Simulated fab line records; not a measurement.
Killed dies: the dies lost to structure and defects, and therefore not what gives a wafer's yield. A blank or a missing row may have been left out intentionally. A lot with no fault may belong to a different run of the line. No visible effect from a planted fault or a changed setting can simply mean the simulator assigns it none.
Struck lot and sound lot, side by side	flow n5-finfet	36 steps out of a route of 1938
Sound: the wafers L648.1, L648.5, L648.6. Wafers L661.2, L661.3, L661.5 were the ones struck. At the end, the cause is stated.
Per side, at each step with rows, come the tool, then ch with its chambers, and then its first start. Under that, the readings that differ: sound wafers	struck wafers	difference of the means	sigmas: that difference in standard deviations of wafers without a fault.
alike: same words and numbers on both sides, and readings whose means sit less than 2 such deviations apart. not compared: any withheld reading, any reading some wafer has no value for, any bound like >300 that may hide the same value, and any number with overlapping values for which the record gives no deviation.
Wherever a step has rows on one side only, a row that says differs or no value, or a row with sigmas, the two part there. Non-overlapping numbers with no deviation appear without sigmas and do not part them. Lack of a reading on every wafer of one side parts them only where that side has two or more wafers.

first, 5 steps without rows for these wafers: N5_BEOL_M0_ANNEAL_119 (time 90 s); N5_BEOL_M0_CMP_120 (polishes, stops on SiOC, t overpolish 6.9 s); N5_BEOL_M0_PRE_CLEAN_131 (time 15 s); N5_BEOL_M0_CO_CAP_123 (material Co, precursor CCTBA/H2, target thk 2 nm, time 102.1 s); N5_BEOL_M0_PRE_CLEAN_124 (time 15 s).
N5_BEOL_M0_DEP_125: deposits SiCN from 3MS/NH3, target thk 8 nm, time 14 s.
  sound on pecvd-03 ch 0,1, day 7 10:01; struck on pecvd-03 ch 0,1,2, day 10 06:32
reading	sound	struck	difference	sigmas
chamber-pressure-Torr (Torr)	3.001 2.989 2.991	3.019 3.014 2.999	+0.017	+3
  alike: rf-fwd-power-W, showerhead-plenum-p-Torr, showerhead-vpp-V, throttle-valve-pct
N5_BEOL_M0_RS_MEAS_126: uses a four-point probe to measure.
  sound: film-metro-02 at day 7 10:04; struck: film-metro-01 at day 10 06:37
  alike: M0_RS
N5_BEOL_M0_INSPECT_127: inspects for defects (darkfield).
  sound: defect-inspect-01 at day 7 10:06; struck: defect-inspect-02 at day 10 06:38
  alike: raw-defect-count
then, 1 step without rows for these wafers: N5_BEOL_M1_ILD_DEP_00 (deposits SiOC from DEMS/O2, target thk 79 nm, time 15.3 s).
N5_BEOL_M1_THK_MEAS_01:
  sound: film-metro-01 at day 7 10:12; struck: film-metro-02 at day 10 06:44
reading	sound	struck	difference	sigmas
M1_ILD_THK (nm)	80.4 81.5 80.6	76.0 78.7 79.9	-2.6	-2
then, 1 step without rows for these wafers: N5_BEOL_M1_PECVD_72 (deposits SiO2 from TEOS/O2, target thk 16 nm, time 18 s).
N5_BEOL_M1_HM_DEP_02: deposits TiN, target thk 20 nm.
  sound: pvd-sputter-03 at day 7 10:44; struck: pvd-sputter-02 at day 10 07:10
  no value came back on the struck wafers for chamber-pressure-pa (Pa), substrate-temp-c (C), throttle-valve-pct (%); on the sound wafers chamber-pressure-pa (Pa) reads 0.5013 0.5000 0.4995
then, 9 steps without rows for these wafers: N5_BEOL_M1_COAT_61 (time 60 s, resist thk 60 nm); N5_BEOL_M1_COAT_62 (time 60 s, resist thk 12 nm); N5_BEOL_M1_COAT_73 (time 60 s, resist thk 5 nm); N5_BEOL_M1_COAT_05 (resist thk 30 nm); N5_BEOL_M1_EBR_07; N5_BEOL_M1_SOFTBAKE_06 (time 60 s); N5_BEOL_M1_EXPOSE_08 (exposes mask M1); N5_BEOL_M1_PEB_09 (peb time 60 s); N5_BEOL_M1_DEVELOP_10 (develop time 30 s).
N5_BEOL_M1_CD_MEAS_11: target cd 17.05 nm.
  sound on cd-sem-01 ch 0, day 7 11:07; struck on cd-sem-01 ch 0, day 10 07:33
  alike: cd-nm
N5_BEOL_M1_OVL_MEAS_12:
  sound on overlay-02 ch 0, day 7 11:09; struck on overlay-01 ch 0, day 10 07:35
  alike: M1_OVL
N5_BEOL_M1_INSPECT_13: inspects for defects (brightfield).
  sound: defect-inspect-02 at day 7 11:13; struck: defect-inspect-02 at day 10 07:38
  alike: raw-defect-count
N5_BEOL_M1_DESCUM_16: chemistry O2, time 7 s.
  sound on rie-diel-04 ch 2,3, day 7 11:14; struck on rie-diel-05 ch 1,2, day 10 07:40
  alike: bias-power-w, drypump-motor-current-A, o2-flow-sccm, oes-product-au, rf-vpp-V, showerhead-plenum-p-Torr, temp-c, throttle-valve-pct
  not compared: rf-hours-counter-h
N5_BEOL_M1_ETCH_74: etches underlayer in N2/H2, target depth 6.5 nm, time 5.2 s.
  sound on rie-diel-04 ch 2,3, day 7 11:17; struck on rie-diel-05 ch 1,2, day 10 07:43
  alike: drypump-motor-current-A, etch-rf-on-time-s, oes-product-au, rf-vpp-V, showerhead-plenum-p-Torr, throttle-valve-pct
  not compared: rf-hours-counter-h
N5_BEOL_M1_ETCH_63: etches SiARC in CF4, target depth 15.6 nm, time 26 s.
  sound on rie-diel-04 ch 2,3, day 7 11:17; struck on rie-diel-05 ch 1,2, day 10 07:44
  alike: drypump-motor-current-A, etch-rf-on-time-s, mfc-ar-sccm, oes-product-au, rf-vpp-V, showerhead-plenum-p-Torr, throttle-valve-pct
  not compared: rf-hours-counter-h
then, 4 steps without rows for these wafers: N5_BEOL_M1_ETCH_64 (etches SOC in N2/H2, target depth 75 nm, overetch 15 nm, time 112.5 s); N5_BEOL_M1_STRIP_65 (strips in N2/H2); N5_BEOL_M1_STRIP_75 (strips in N2/H2); N5_BEOL_M1_STRIP_66 (strips in CF4).
N5_BEOL_M1_HM_OPEN_17: chemistry Cl2/BCl3, target TiN, target depth 20 nm, overetch 6 nm.
  sound on rie-metal-03 ch 0,1, day 7 11:29; struck on rie-metal-01 ch 0, day 10 07:57
reading	sound	struck	difference	sigmas
drypump-motor-current-A (A)	5.67 5.64 5.67	5.04 5.03 5.03	-0.63	-2
oes-product-au (a.u.)	0.66 0.79 0.66	0.22 0.21 0.21	-0.49	-6
throttle-valve-pct (%)	22.00 21.90 21.99	23.10 23.10 23.12	+1.14	+7
model.etch.depth-nm (nm)	19.89 20.02 19.92	0 0 0	-20	
  alike: mfc-ar-sccm
  not compared: rf-hours-counter-h
N5_BEOL_M1_STRIP_19: strips in O2.
  sound on rie-diel-04 ch 0,1, day 7 11:36; struck on rie-diel-05 ch 0,2, day 10 08:07
  alike: drypump-motor-current-A, o2-flow-sccm, oes-product-au, rf-vpp-V, showerhead-plenum-p-Torr, temp-c, throttle-valve-pct
  not compared: rf-hours-counter-h
N5_BEOL_M1_CD_MEAS_18: pitch 36 nm, target cd 18 nm.
  sound: cd-sem-03 at day 7 11:40; struck: cd-sem-01 at day 10 08:11
reading	sound	struck	difference	sigmas
cd-nm (nm)	18.0 18.6 18.2	- - -	no value on the struck wafers	
then, 1 step without rows for these wafers: N5_BEOL_M1_COAT_67 (time 60 s, resist thk 60 nm).
N5_BEOL_M4_RC_MEAS_101:
  the record has rows for the sound wafers here (prober-02 ch 0, day 9 07:56) and none for the struck ones

WHERE THEY PART
Earliest at N5_BEOL_M0_DEP_125; latest, in this record, at N5_BEOL_M4_RC_MEAS_101.

WHY: what the simulator had put in
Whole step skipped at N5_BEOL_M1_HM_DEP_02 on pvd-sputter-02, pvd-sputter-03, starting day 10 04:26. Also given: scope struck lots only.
